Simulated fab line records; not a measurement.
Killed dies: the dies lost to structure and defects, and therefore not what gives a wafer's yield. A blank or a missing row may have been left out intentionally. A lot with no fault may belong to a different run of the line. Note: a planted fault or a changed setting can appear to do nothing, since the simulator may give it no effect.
fab line records	flow nand_harc
[record] lots = 12	wafers = 36	last_day = 27
route steps=1159 shown A_STAIRCASE@597 END@1159
lots that met no fault: from a run of the same line without faults
start_h: start of the lot's first displayed wafer, in hours after the record's first day	wait_h: hours since the lot's step before	" unchanged from the row above	L1.1+2: a row that stands for several wafers	- no value, or no start given	* or withheld: withheld	< > ~ a bound
route shown NAME@n: NAME is a module with steps in the file, n the number in the route of the first one	usual: the fault-free wafers' mean and standard deviation	same: alike in all rows	chamber/n: place in a boat	sites: the reading at each site	_std_site: their standard deviation	_edge_site: mean of outer sites minus mean of inner sites	radius_mm: how far each site lies from the wafer's centre	mask NAME#n: copy n	behind: the last tool/chamber to shape the wafer	hold: why the lot went on hold/how many hours it stayed there/how the hold came to an end	device: whichever transistor did not switch (one of n, p or np)	end of line: the route-end tests of the same wafers	a step with no rows: only its recipe	killed: dies lost to structure and defects at the first sort, not the wafer's yield	map: shows each die of a wafer: x if killed, . if not, _ if none is there
set.NAME: the setting the step ran with; set.NAME@STEP: the setting that earlier step ran with	model.NAME: the simulator's own value behind a step, which no gauge read
a sample of lots followed through the steps of the route, with each step as a table and each wafer as a row
services: when a tool's chamber went out of use (start_h, in hours from the record's first day, below 0 if earlier), for how many hours, and the reason
[[steps]]
[step NHARC_A_STAIRCASE_ETCH_203]
[recipe] target_depth_a = 1000	time_s = 40.5	ion_energy_ev = 400	c4f8_flow_sccm = 20	o2_flow_sccm = 10	ar_flow_sccm = withheld	rf_w = 600	bias_w = 1000	chemistry = C4F8/O2
[usual] oes_product_au = 0.941/0.011	rf_fwd_power_W = 591.7/2.4	rf_vpp_V = 895/5.4
lot.wafer	tool	chamber	start_h	wait_h	oes_product_au	rf_fwd_power_W	rf_hours_counter_h	rf_vpp_V
L985.2	rie_diel-13	3	-	-	0.922	593.7	58	885
L985.3	"	0	"	"	0.926	587.4	55	900
L985.6	"	3	"	"	0.924	594.9	-	887
L986.1	rie_diel-13	1	-	-	0.928	593.3	56	893
L986.4	"	3	"	"	0.928	595.0	58	886
L986.3	"	0	"	"	0.927	591.6	56	898
L988.1	rie_diel-13	1	-	-	0.937	594.9	58	893
L988.4	"	0	"	"	0.928	590.6	58	899
L988.5	"	1	"	"	0.930	595.1	-	894
L989.4	rie_diel-09	2	-	-	0.942	592.3	1	897
L989.5	"	3	"	"	0.946	589.3	-	897
L989.6	"	0	"	"	0.945	598.0	-	891
L991.2	rie_diel-09	3	-	-	0.967	590.1	11	895
L991.3	"	0	"	"	0.936	591.5	9	891
L991.4	"	1	"	"	0.931	596.9	9	904
L994.1	rie_diel-09	0	-	-	0.934	590.8	13	888
L994.3	"	2	"	"	0.953	589.3	12	898
L994.5	"	2	"	"	0.950	591.6	-	896
L101.4	rie_diel-09	3	-	-	0.933	588.2	32	896
L101.1	"	0	"	"	0.919	594.8	31	889
L101.3	"	1	"	"	0.919	594.4	24	906
L102.2	rie_diel-13	3	-	-	0.926	594.3	22	905
L102.6	"	1	"	"	0.923	590.9	-	893
L102.5	"	2	"	"	0.927	589.9	-	889
L104.1	rie_diel-11	1	-	-	0.944	588.6	55	897
L104.5	"	1	"	"	0.955	590.5	-	896
L104.6	"	2	"	"	0.951	593.0	-	892
L103.1	rie_diel-09	3	-	-	0.948	589.1	39	897
L103.2	"	2	"	"	0.941	589.9	33	897
L103.5	"	2	"	"	0.945	589.3	-	895
L105.1	rie_diel-09	2	-	-	0.926	593.4	36	897
L105.2	"	0	"	"	0.931	592.0	34	889
L105.6	"	1	"	"	0.919	592.7	-	905
L107.4	rie_diel-09	3	-	-	0.945	590.4	44	896
L107.3	"	1	"	"	0.930	597.1	39	906
L107.6	"	3	"	"	0.939	591.7	-	896
[step NHARC_A_STAIRCASE_ETCH_221]
[recipe] target_depth_a = 1000	time_s = 40.5	ion_energy_ev = 400	c4f8_flow_sccm = 20	o2_flow_sccm = 10	ar_flow_sccm = withheld	rf_w = 600	bias_w = 1000	chemistry = C4F8/O2
[usual] oes_product_au = 0.938/0.013	rf_fwd_power_W = 591.9/2.2	rf_vpp_V = 894/5.1
lot.wafer	tool	chamber	start_h	wait_h	oes_product_au	rf_fwd_power_W	rf_hours_counter_h	rf_vpp_V
L985.3	rie_diel-13	2	262.15	-	0.923	591.8	57	889
L985.2	"	1	"	"	0.911	592.8	57	894
L985.6	"	2	"	"	0.927	593.0	-	888
L986.1	rie_diel-13	2	262.92	-	0.918	591.4	57	889
L986.3	"	3	"	"	0.917	593.9	59	886
L986.4	"	0	"	"	0.913	588.6	57	899
L988.4	rie_diel-11	3	265.88	-	0.945	589.1	25	894
L988.1	"	0	"	"	0.956	594.6	25	888
L988.5	"	1	"	"	0.958	589.2	-	896
L989.4	rie_diel-13	3	268.31	-	0.940	593.1	61	886
L989.6	"	2	"	"	0.947	588.0	-	888
L989.5	"	3	"	"	0.935	593.9	-	886
L991.3	rie_diel-11	0	290.78	-	1.106	594.6	37	891
L991.2	"	1	"	"	0.952	590.6	34	898
L991.4	"	2	"	"	0.941	597.2	36	894
L994.1	rie_diel-11	0	300.66	-	1.079	594.6	41	890
L994.3	"	2	"	"	1.071	593.3	40	894
L994.5	"	1	"	"	0.925	593.5	-	896
L101.3	rie_diel-11	3	350.46	-	0.927	590.6	55	893
L101.1	"	0	"	"	0.944	592.8	56	888
L101.4	"	2	"	"	0.928	594.9	55	892
L102.2	rie_diel-11	1	354.18	-	0.948	594.1	54	898
L102.6	"	0	"	"	0.938	593.8	-	891
L102.5	"	1	"	"	0.956	593.9	-	898
L104.1	rie_diel-11	0	359.17	-	0.943	594.0	59	888
L104.6	"	3	"	"	0.930	590.2	-	892
L104.5	"	0	"	"	0.926	593.7	-	888
L103.2	rie_diel-11	3	365.80	-	0.946	589.2	64	892
L103.1	"	1	"	"	0.939	594.7	60	897
L103.5	"	2	"	"	0.949	594.7	-	892
L105.1	rie_diel-13	0	374.20	-	0.937	591.7	32	898
L105.2	"	1	"	"	0.932	591.9	33	892
L105.6	"	3	"	"	0.926	591.4	-	907
L107.4	rie_diel-13	0	384.05	-	0.930	586.5	36	897
L107.3	"	3	"	"	0.912	592.2	36	905
L107.6	"	1	"	"	0.916	591.8	-	892
[step NHARC_A_STAIRCASE_ETCH_227]
[recipe] target_depth_a = 1000	time_s = 40.5	ion_energy_ev = 400	c4f8_flow_sccm = 20	o2_flow_sccm = 10	ar_flow_sccm = withheld	rf_w = 600	bias_w = 1000	chemistry = C4F8/O2
[usual] oes_product_au = 0.941/0.011	rf_fwd_power_W = 591.8/2.5	rf_vpp_V = 894/5.4
lot.wafer	tool	chamber	start_h	wait_h	oes_product_au	rf_fwd_power_W	rf_hours_counter_h	rf_vpp_V
L985.2	rie_diel-13	2	-	-	0.929	591.4	58	887
L985.3	"	3	"	"	0.943	591.9	60	885
L985.6	"	2	"	"	0.925	593.0	-	890
L986.4	rie_diel-13	3	-	-	0.935	592.8	60	886
L986.1	"	0	"	"	0.929	593.3	57	898
L986.3	"	1	"	"	0.929	593.3	58	893
L988.4	rie_diel-11	1	-	-	0.947	591.1	22	899
L988.1	"	0	"	"	0.951	588.9	25	888
L988.5	"	1	"	"	0.952	591.8	-	897
L989.4	rie_diel-13	1	-	-	0.921	590.5	60	894
L989.5	"	3	"	"	0.927	595.2	-	886
L989.6	"	0	"	"	0.928	591.7	-	899
L991.3	rie_diel-11	2	-	-	0.934	593.3	37	893
L991.2	"	3	"	"	0.930	587.5	37	892
L991.4	"	0	"	"	0.936	593.6	37	888
L994.1	rie_diel-11	3	-	-	0.957	591.1	41	894
L994.3	"	1	"	"	0.955	592.1	39	897
L994.5	"	3	"	"	0.944	588.5	-	893
L101.4	rie_diel-11	2	-	-	0.940	593.4	55	893
L101.1	"	0	"	"	0.944	591.5	56	888
L101.3	"	1	"	"	0.944	590.5	53	896
L102.2	rie_diel-11	2	-	-	0.947	594.9	57	893
L102.5	"	3	"	"	0.935	588.1	-	893
L102.6	"	0	"	"	0.949	591.5	-	887
L104.1	rie_diel-11	0	-	-	0.946	594.5	60	889
L104.6	"	0	"	"	0.938	595.1	-	887
L104.5	"	1	"	"	0.941	591.3	-	896
L103.1	rie_diel-11	0	-	-	0.953	594.2	64	889
L103.2	"	2	"	"	0.961	594.1	63	892
L103.5	"	1	"	"	0.946	591.0	-	895
L105.2	rie_diel-13	1	-	-	0.929	590.1	34	892
L105.1	"	2	"	"	0.933	592.1	34	888
L105.6	"	1	"	"	0.933	592.1	-	891
L107.4	rie_diel-13	3	-	-	0.937	594.2	36	906
L107.3	"	0	"	"	0.924	587.9	36	898
L107.6	"	0	"	"	0.931	589.9	-	897
[step NHARC_A_STAIRCASE_ETCH_232]
[recipe] target_depth_a = 1000	time_s = 40.5	ion_energy_ev = 400	c4f8_flow_sccm = 20	o2_flow_sccm = 10	ar_flow_sccm = withheld	rf_w = 600	bias_w = 1000	chemistry = C4F8/O2
[usual] oes_product_au = 0.949/0.0099	rf_fwd_power_W = 591.9/2.6	rf_vpp_V = 895/5.4
lot.wafer	tool	chamber	start_h	wait_h	oes_product_au	rf_fwd_power_W	rf_hours_counter_h	rf_vpp_V
L985.2	rie_diel-09	3	-	-	0.963	590.6	0	896
L985.3	"	2	"	"	0.943	589.8	0	897
L985.6	"	0	"	"	0.956	594.0	-	891
L986.4	rie_diel-11	1	-	-	0.953	591.2	21	898
L986.3	"	2	"	"	0.957	594.6	24	893
L986.1	"	3	"	"	0.946	589.2	25	892
L988.4	rie_diel-09	3	-	-	0.970	587.7	1	896
L988.1	"	1	"	"	0.938	591.7	1	907
L988.5	"	3	"	"	0.965	589.9	-	896
L989.4	rie_diel-09	1	-	-	0.950	595.4	2	907
L989.5	"	2	"	"	0.947	591.5	-	897
L989.6	"	3	"	"	0.949	589.8	-	897
L991.2	rie_diel-09	3	-	-	0.949	589.0	12	897
L991.3	"	2	"	"	0.937	587.5	9	896
L991.4	"	0	"	"	0.933	594.4	-	890
L994.1	rie_diel-11	2	-	-	0.947	592.0	40	893
L994.3	"	3	"	"	0.941	588.1	41	892
L994.5	"	1	"	"	0.960	594.7	-	896
L101.3	rie_diel-13	2	-	-	0.951	590.7	22	888
L101.4	"	0	"	"	0.947	588.8	22	899
L101.1	"	1	"	"	0.945	592.0	23	892
L102.2	rie_diel-13	0	-	-	0.943	593.2	23	898
L102.5	"	0	"	"	0.950	594.8	-	898
L102.6	"	1	"	"	0.960	591.6	-	890
L104.1	rie_diel-11	0	-	-	0.944	595.3	61	888
L104.5	"	0	"	"	0.945	596.4	-	887
L104.6	"	1	"	"	0.935	592.1	-	895
L103.1	rie_diel-09	1	-	-	0.944	597.8	31	906
L103.2	"	2	"	"	0.947	590.2	34	896
L103.5	"	1	"	"	0.959	593.8	-	907
L105.2	rie_diel-13	0	-	-	0.954	589.4	34	896
L105.1	"	1	"	"	0.949	593.5	34	892
L105.6	"	3	"	"	0.953	592.2	-	905
L107.3	rie_diel-13	0	-	-	0.965	593.0	36	898
L107.4	"	2	"	"	0.952	593.6	38	888
L107.6	"	0	"	"	0.964	589.8	-	899
[step NHARC_END_SORT_01]
[recipe] temp_c = 25
[usual] killed_at_array = 28/11	killed_at_other = 0.9/1.2	killed_at_periphery = 2.6/2.1	killed_dies = 31/11	killed_open = 3.1/1.7	killed_short = 1.9/1.3
[same] gross_dies = 677
lot.wafer	tool	chamber	start_h	wait_h	hold	killed_at_array	killed_at_other	killed_at_periphery	killed_dies	killed_open	killed_short
L986.1	prober-02	0	484.24	2.5	-	11	1	2	14	4	1
L986.3	prober-02	0	485.84	3.1	-	12	0	1	13	1	0
L986.4	prober-02	0	486.64	3.4	-	12	0	3	15	1	1
L985.2	prober-01	0	492.64	2.8	-	44	2	6	52	2	1
L985.3	prober-01	0	493.46	3.1	-	46	1	1	48	2	1
L985.6	prober-01	0	495.93	4.1	-	41	1	5	47	5	1
L989.4	prober-01	0	503.70	3.4	-	15	0	3	18	0	0
L989.5	prober-01	0	504.50	3.7	-	23	0	4	27	3	1
L989.6	prober-01	0	505.30	4.0	-	18	0	3	21	3	1
L988.1	prober-02	0	510.39	2.5	-	29	0	3	32	6	0
L988.4	prober-02	0	512.78	3.4	-	38	0	3	41	4	2
L988.5	prober-02	0	513.58	3.7	-	39	0	1	40	0	2
L994.1	prober-02	0	564.62	2.5	await_dispo/9.0h/release	339	0	2	341	2	1
L994.3	prober-02	0	566.21	3.1	await_dispo/9.0h/release	368	1	0	369	3	2
L994.5	prober-02	0	567.80	3.7	await_dispo/9.0h/release	37	0	1	38	6	3
L991.2	prober-02	0	587.14	2.8	await_dispo/3.2h/release	18	4	4	26	6	1
L991.3	prober-02	0	587.94	3.1	await_dispo/3.2h/release	261	1	2	264	2	1
L991.4	prober-02	0	588.75	3.4	await_dispo/3.2h/release	16	3	1	20	5	4
L101.1	prober-02	0	606.09	2.4	-	38	0	4	42	3	3
L101.3	prober-02	0	607.69	3.1	-	41	0	1	42	0	2
L101.4	prober-02	0	608.49	3.4	-	38	0	2	40	4	1
L102.2	prober-02	0	614.72	2.8	-	42	0	2	44	5	3
L102.5	prober-02	0	617.12	3.7	-	34	0	5	39	6	1
L102.6	prober-02	0	617.91	4.0	-	28	1	0	29	3	2
L104.1	prober-02	0	621.68	2.5	-	15	1	6	22	4	0
L104.5	prober-02	0	624.87	3.7	-	17	0	3	20	4	1
L104.6	prober-02	0	625.67	4.0	-	21	0	7	28	7	1
L107.3	prober-01	0	626.49	3.1	-	25	0	13	38	7	3
L107.4	prober-01	0	627.29	3.4	-	21	1	7	29	5	3
L107.6	prober-01	0	628.90	4.0	-	32	2	7	41	3	2
L103.1	prober-02	0	629.46	2.5	-	52	1	0	53	2	2
L103.2	prober-02	0	630.25	2.8	-	50	0	3	53	5	4
L103.5	prober-02	0	632.65	3.7	-	58	0	3	61	5	0
L105.1	prober-02	0	644.94	2.5	-	39	2	0	41	5	2
L105.2	prober-02	0	645.74	2.8	-	27	7	0	34	1	1
L105.6	prober-02	0	648.93	4.0	-	36	1	0	37	3	2
// killed by level:class
L986.1 A_CONTACT:chamber_film_flake=3 A_CHANNEL_HOLE_D1:chamber_film_flake=2 A_SLIT:chamber_film_flake=2 P_STI:geometric_particle:short=1 P_CONTACT:geometric_particle:open=1 A_ONON_D1:geometric_particle:open=1 A_CONTACT:geometric_particle:open=1 A_BLC:geometric_particle:open=1
L986.3 A_STAIRCASE:chamber_film_flake=3 A_SLIT:chamber_film_flake=3 A_CONTACT:chamber_film_flake=3 A_CHANNEL_FILL_D1:geometric_particle:open=1 P_ZERO_WELL:chamber_film_flake=1 A_SGD_CUT:chamber_film_flake=1 A_WL_FILL:chamber_film_flake=1
L986.4 A_CHANNEL_HOLE_D1:chamber_film_flake=5 A_WL_FILL:chamber_film_flake=3 P_STI:chamber_film_flake=2 P_GATE:geometric_particle:short=1 A_M0:geometric_particle:open=1 A_STAIRCASE:chamber_film_flake=1 A_SLIT:chamber_film_flake=1 A_CONTACT:chamber_film_flake=1
L985.2 A_CHANNEL_HOLE_D1:chamber_film_flake=16 A_STAIRCASE:chamber_film_flake=12 A_SLIT:chamber_film_flake=11 P_STI:chamber_film_flake=2 THIN_TSV:chamber_film_flake=2 A_CONTACT:chamber_film_flake=2 P_CONTACT:geometric_particle:open=1 P_M0:geometric_particle:open=1
L985.3 A_CHANNEL_HOLE_D1:chamber_film_flake=18 A_STAIRCASE:chamber_film_flake=10 A_SLIT:chamber_film_flake=9 A_CONTACT:geometric_particle:open=2 A_BLC:chamber_film_flake=2 A_CHANNEL_FILL_D1:chamber_film_flake=2 A_CONTACT:chamber_film_flake=2 A_WL_FILL:geometric_particle:short=1
L985.6 A_CHANNEL_HOLE_D1:chamber_film_flake=17 A_STAIRCASE:chamber_film_flake=8 A_SLIT:chamber_film_flake=8 P_GATE:chamber_film_flake=2 P_CONTACT:geometric_particle:open=1 P_M0:geometric_particle:open=1 A_CHANNEL_FILL_D1:geometric_particle:short=1 A_CHANNEL_FILL_D1:geometric_particle:open=1
L989.4 A_SLIT:chamber_film_flake=8 P_CONTACT:chamber_film_flake=2 A_CHANNEL_HOLE_D1:chamber_film_flake=2 A_STAIRCASE:chamber_film_flake=2 P_GATE:chamber_film_flake=1 A_ZERO_WELL:chamber_film_flake=1 A_WL_FILL:chamber_film_flake=1 A_CONTACT:chamber_film_flake=1
L989.5 A_SLIT:chamber_film_flake=8 A_CONTACT:chamber_film_flake=5 A_CHANNEL_HOLE_D1:chamber_film_flake=4 A_STAIRCASE:chamber_film_flake=3 P_CONTACT:geometric_particle:open=2 P_CONTACT:chamber_film_flake=2 A_ONON_D1:geometric_particle:open=1 A_SGD_CUT:geometric_particle:short=1
L989.6 A_SLIT:chamber_film_flake=9 A_CONTACT:chamber_film_flake=5 P_CONTACT:chamber_film_flake=2 P_M0:geometric_particle:open=1 A_CHANNEL_FILL_D1:geometric_particle:open=1 A_STAIRCASE:geometric_particle:open=1 A_SGD_CUT:geometric_particle:short=1 A_STAIRCASE:chamber_film_flake=1
L988.1 A_CHANNEL_HOLE_D1:chamber_film_flake=9 A_SLIT:chamber_film_flake=4 A_STAIRCASE:chamber_film_flake=4 A_WL_FILL:chamber_film_flake=4 A_CONTACT:chamber_film_flake=4 P_GATE:geometric_particle:open=2 A_CONTACT:geometric_particle:open=2 P_M0:geometric_particle:open=1
L988.4 A_CHANNEL_HOLE_D1:chamber_film_flake=15 A_SLIT:chamber_film_flake=11 A_WL_FILL:chamber_film_flake=3 A_STAIRCASE:chamber_film_flake=2 A_CONTACT:chamber_film_flake=2 P_M1:geometric_particle:short=1 P_M1:geometric_particle:open=1 A_CHANNEL_FILL_D1:geometric_particle:short=1
L988.5 A_CHANNEL_HOLE_D1:chamber_film_flake=14 A_SLIT:chamber_film_flake=9 A_STAIRCASE:chamber_film_flake=5 A_CONTACT:chamber_film_flake=5 A_CHANNEL_FILL_D1:chamber_film_flake=2 A_WL_FILL:chamber_film_flake=2 P_M2:geometric_particle:short=1 A_CHANNEL_FILL_D1:geometric_particle:short=1
L994.1 A_STAIRCASE:area_etch=316 A_CHANNEL_HOLE_D1:chamber_film_flake=12 A_CONTACT:chamber_film_flake=5 A_ZERO_WELL:chamber_film_flake=2 P_CONTACT:geometric_particle:open=1 P_M0:geometric_particle:open=1 A_M0:geometric_particle:short=1 A_STAIRCASE:chamber_film_flake=1
L994.3 A_STAIRCASE:area_etch=336 A_CHANNEL_HOLE_D1:chamber_film_flake=18 A_M0:chamber_film_flake=5 A_ONON_D1:geometric_particle:open=2 A_STAIRCASE:chamber_film_flake=2 A_CONTACT:chamber_film_flake=2 A_SGD_CUT:geometric_particle:open=1 A_CONTACT:geometric_particle:short=1
L994.5 A_CHANNEL_HOLE_D1:chamber_film_flake=17 A_CONTACT:chamber_film_flake=6 A_M0:chamber_film_flake=4 A_ONON_D1:geometric_particle:short=3 A_WL_FILL:geometric_particle:open=2 A_CONTACT:geometric_particle:open=2 P_CONTACT:geometric_particle:open=1 A_ONON_D1:geometric_particle:open=1
L991.2 A_CHANNEL_HOLE_D1:chamber_film_flake=9 A_SGD_CUT:chamber_film_flake=4 THIN_TSV:chamber_film_flake=4 P_M1:geometric_particle:open=2 A_M0:geometric_particle:open=2 P_M0:geometric_particle:open=1 A_SOURCE_PLATE:geometric_particle:short=1 A_CHANNEL_FILL_D1:geometric_particle:open=1
L991.3 A_STAIRCASE:area_etch=249 A_CHANNEL_HOLE_D1:chamber_film_flake=4 A_STAIRCASE:chamber_film_flake=3 A_CONTACT:chamber_film_flake=2 P_M0:geometric_particle:open=1 P_M1:geometric_particle:open=1 A_CHANNEL_FILL_D1:geometric_particle:short=1 A_SGD_CUT:chamber_film_flake=1
L991.4 A_CHANNEL_HOLE_D1:chamber_film_flake=7 THIN_TSV:chamber_film_flake=3 A_M1:geometric_particle:open=2 P_CONTACT:geometric_particle:short=1 A_CHANNEL_FILL_D1:geometric_particle:open=1 A_WL_FILL:geometric_particle:short=1 A_WL_FILL:geometric_particle:open=1 A_CONTACT:geometric_particle:open=1
L101.1 A_CHANNEL_HOLE_D1:chamber_film_flake=18 A_SLIT:chamber_film_flake=11 A_CONTACT:chamber_film_flake=4 P_M2:chamber_film_flake=2 P_CONTACT:geometric_particle:short=1 P_M0:geometric_particle:open=1 A_SOURCE_PLATE:geometric_particle:short=1 A_WL_FILL:geometric_particle:short=1
L101.3 A_CHANNEL_HOLE_D1:chamber_film_flake=22 A_SLIT:chamber_film_flake=12 A_CONTACT:chamber_film_flake=3 A_STAIRCASE:chamber_film_flake=2 A_SOURCE_PLATE:geometric_particle:short=1 A_CHANNEL_FILL_D1:geometric_particle:short=1 P_ZERO_WELL:chamber_film_flake=1
L101.4 A_CHANNEL_HOLE_D1:chamber_film_flake=19 A_SLIT:chamber_film_flake=9 A_CONTACT:chamber_film_flake=3 A_STAIRCASE:chamber_film_flake=2 P_M0:geometric_particle:open=1 A_ONON_D1:geometric_particle:open=1 A_SGD_CUT:geometric_particle:open=1 A_M0:geometric_particle:open=1
L102.2 A_CHANNEL_HOLE_D1:chamber_film_flake=24 A_CONTACT:chamber_film_flake=11 P_CONTACT:geometric_particle:short=1 P_CONTACT:geometric_particle:open=1 A_ONON_D1:geometric_particle:open=1 A_CHANNEL_FILL_D1:geometric_particle:short=1 A_CHANNEL_FILL_D1:geometric_particle:open=1 A_WL_FILL:geometric_particle:short=1
L102.5 A_CHANNEL_HOLE_D1:chamber_film_flake=21 A_CONTACT:chamber_film_flake=8 A_CONTACT:geometric_particle:open=2 P_GATE:geometric_particle:open=1 P_CONTACT:geometric_particle:open=1 P_M0:geometric_particle:open=1 A_CHANNEL_HOLE_D1:geometric_particle:open=1 A_CONTACT:geometric_particle:short=1
L102.6 A_CHANNEL_HOLE_D1:chamber_film_flake=20 A_CONTACT:chamber_film_flake=3 A_M0:geometric_particle:short=2 A_SOURCE_PLATE:geometric_particle:open=1 A_WL_FILL:geometric_particle:open=1 STARTING-WAFER:geometric_particle:open=1 A_BONDPAD:chamber_film_flake=1
L104.1 P_M1:chamber_film_flake=6 A_CHANNEL_HOLE_D1:chamber_film_flake=3 A_CONTACT:chamber_film_flake=3 A_CONTACT:geometric_particle:open=2 A_STAIRCASE:chamber_film_flake=2 A_BONDPAD:chamber_film_flake=2 A_SLIT:geometric_particle:open=1 A_BLC:geometric_particle:open=1
L104.5 A_STAIRCASE:chamber_film_flake=6 A_CHANNEL_HOLE_D1:chamber_film_flake=3 A_CONTACT:chamber_film_flake=3 A_M0:geometric_particle:open=2 P_M1:chamber_film_flake=2 P_M0:geometric_particle:open=1 A_CONTACT:geometric_particle:short=1 A_CONTACT:geometric_particle:open=1
L104.6 A_STAIRCASE:chamber_film_flake=6 A_CHANNEL_HOLE_D1:chamber_film_flake=5 A_CONTACT:chamber_film_flake=4 P_M1:chamber_film_flake=3 A_CHANNEL_FILL_D1:geometric_particle:open=2 P_GATE:geometric_particle:short=1 P_GATE:geometric_particle:open=1 P_CONTACT:geometric_particle:open=1
L107.3 A_SLIT:chamber_film_flake=8 P_ZERO_WELL:chamber_film_flake=5 A_CHANNEL_HOLE_D1:chamber_film_flake=5 P_CONTACT:chamber_film_flake=3 A_CONTACT:chamber_film_flake=3 P_M0:geometric_particle:open=2 A_CHANNEL_FILL_D1:geometric_particle:short=2 A_CONTACT:geometric_particle:open=2
L107.4 A_SLIT:chamber_film_flake=10 P_CONTACT:chamber_film_flake=3 A_CHANNEL_HOLE_D1:chamber_film_flake=3 A_CONTACT:chamber_film_flake=2 P_CONTACT:geometric_particle:open=1 P_M0:geometric_particle:open=1 A_ONON_D1:geometric_particle:open=1 A_CHANNEL_FILL_D1:geometric_particle:short=1
L107.6 A_SLIT:chamber_film_flake=12 A_CHANNEL_HOLE_D1:chamber_film_flake=8 A_CONTACT:chamber_film_flake=5 A_STAIRCASE:chamber_film_flake=4 P_ZERO_WELL:chamber_film_flake=2 P_CONTACT:geometric_particle:open=1 P_M0:geometric_particle:short=1 A_SOURCE_PLATE:geometric_particle:short=1
L103.1 A_CHANNEL_HOLE_D1:chamber_film_flake=20 A_SLIT:chamber_film_flake=13 A_CONTACT:chamber_film_flake=10 A_STAIRCASE:chamber_film_flake=3 A_ZERO_WELL:chamber_film_flake=2 A_ONON_D1:geometric_particle:short=1 A_CHANNEL_FILL_D1:geometric_particle:open=1 A_SGD_CUT:geometric_particle:short=1
L103.2 A_CHANNEL_HOLE_D1:chamber_film_flake=21 A_SLIT:chamber_film_flake=12 A_CONTACT:chamber_film_flake=5 A_STAIRCASE:chamber_film_flake=4 A_ONON_D1:geometric_particle:short=2 A_CHANNEL_FILL_D1:geometric_particle:open=2 P_CONTACT:geometric_particle:open=1 P_M0:geometric_particle:open=1
L103.5 A_CHANNEL_HOLE_D1:chamber_film_flake=22 A_SLIT:chamber_film_flake=15 A_CONTACT:chamber_film_flake=10 A_STAIRCASE:chamber_film_flake=7 A_CONTACT:geometric_particle:open=2 P_ZERO_WELL:chamber_film_flake=2 P_M1:geometric_particle:open=1 A_WL_FILL:geometric_particle:open=1
L105.1 A_SLIT:chamber_film_flake=20 A_CHANNEL_HOLE_D1:chamber_film_flake=6 A_STAIRCASE:chamber_film_flake=3 A_CONTACT:chamber_film_flake=2 THIN_TSV:chamber_film_flake=2 A_SOURCE_PLATE:geometric_particle:short=1 A_CHANNEL_FILL_D1:geometric_particle:open=1 A_SGD_CUT:geometric_particle:open=1
L105.2 A_SLIT:chamber_film_flake=16 THIN_TSV:chamber_film_flake=7 A_CHANNEL_HOLE_D1:chamber_film_flake=4 A_WL_FILL:chamber_film_flake=2 A_CONTACT:chamber_film_flake=2 A_WL_FILL:geometric_particle:short=1 A_CONTACT:geometric_particle:open=1 A_STAIRCASE:chamber_film_flake=1
L105.6 A_SLIT:chamber_film_flake=20 A_CONTACT:chamber_film_flake=5 A_CHANNEL_HOLE_D1:chamber_film_flake=4 A_WL_FILL:geometric_particle:short=2 A_CONTACT:geometric_particle:open=1 A_BLC:geometric_particle:open=1 A_M0:geometric_particle:open=1 A_STAIRCASE:chamber_film_flake=1
[[services]]
tool	chamber	start_h	hours	kind
rie_diel-11	1	241.89	9.1	repair
rie_diel-11	0	247.74	-	clean
rie_diel-11	2	247.74	-	clean
rie_diel-11	3	247.74	-	clean
rie_diel-09	-	254.15	9.0	pm
rie_diel-13	0	255.74	-	clean
rie_diel-13	1	255.74	-	clean
rie_diel-13	2	255.74	-	clean
rie_diel-13	3	255.74	-	clean
rie_diel-11	0	272.33	-	clean
rie_diel-11	1	272.33	-	clean
rie_diel-11	2	272.33	-	clean
rie_diel-11	3	272.33	-	clean
rie_diel-13	-	276.20	9.0	pm
rie_diel-13	0	276.20	9.0	vent_cycle
rie_diel-13	1	276.20	9.0	vent_cycle
rie_diel-13	2	276.20	9.0	vent_cycle
rie_diel-13	3	276.20	9.0	vent_cycle
rie_diel-13	0	285.20	-	clean
rie_diel-13	1	285.20	-	clean
rie_diel-13	2	285.20	-	clean
rie_diel-09	1	290.16	10.6	repair
rie_diel-09	-	350.67	2.0	repair
rie_diel-11	-	366.68	9.0	pm
[[key]]
[first_sign] step = NHARC_A_STAIRCASE_ETCH_221	reading = oes_product_au	direction = up	sigmas = 11	usual = 0.938	struck = 1.085
[effect] step = NHARC_END_SORT_01	reading = killed_at_array	direction = up	sigmas = 27	usual = 28	struck = 323
[more_kills_born_at] NHARC_A_STAIRCASE_ETCH_221@rie_diel-11 = 901
met_at NHARC_A_STAIRCASE_ETCH_221
struck_lots L991,L994
struck_wafers L991.3,L994.1,L994.3
tester_left_out L991,L994
not_acting_at NHARC_A_STAIRCASE_ETCH_203,NHARC_A_STAIRCASE_ETCH_227,NHARC_A_STAIRCASE_ETCH_232
onset_between 265.88 290.78
[fault] kind = process_parameter_drift	tool = rie_diel-11	chamber = -	onset_h = 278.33	steps = NHARC_A_STAIRCASE_ETCH_221	channel = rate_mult	offset = 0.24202	shape = step	end_h = 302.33	scope = struck_wafers_only
// tester_left_out: of these lots the tester's yield and bins aren't shown, on N5 and GAA mostly nor the transistor test; their killed dies are dies lost to structure and defects alone, not to doping, threshold or leakage, so they don't give the yield
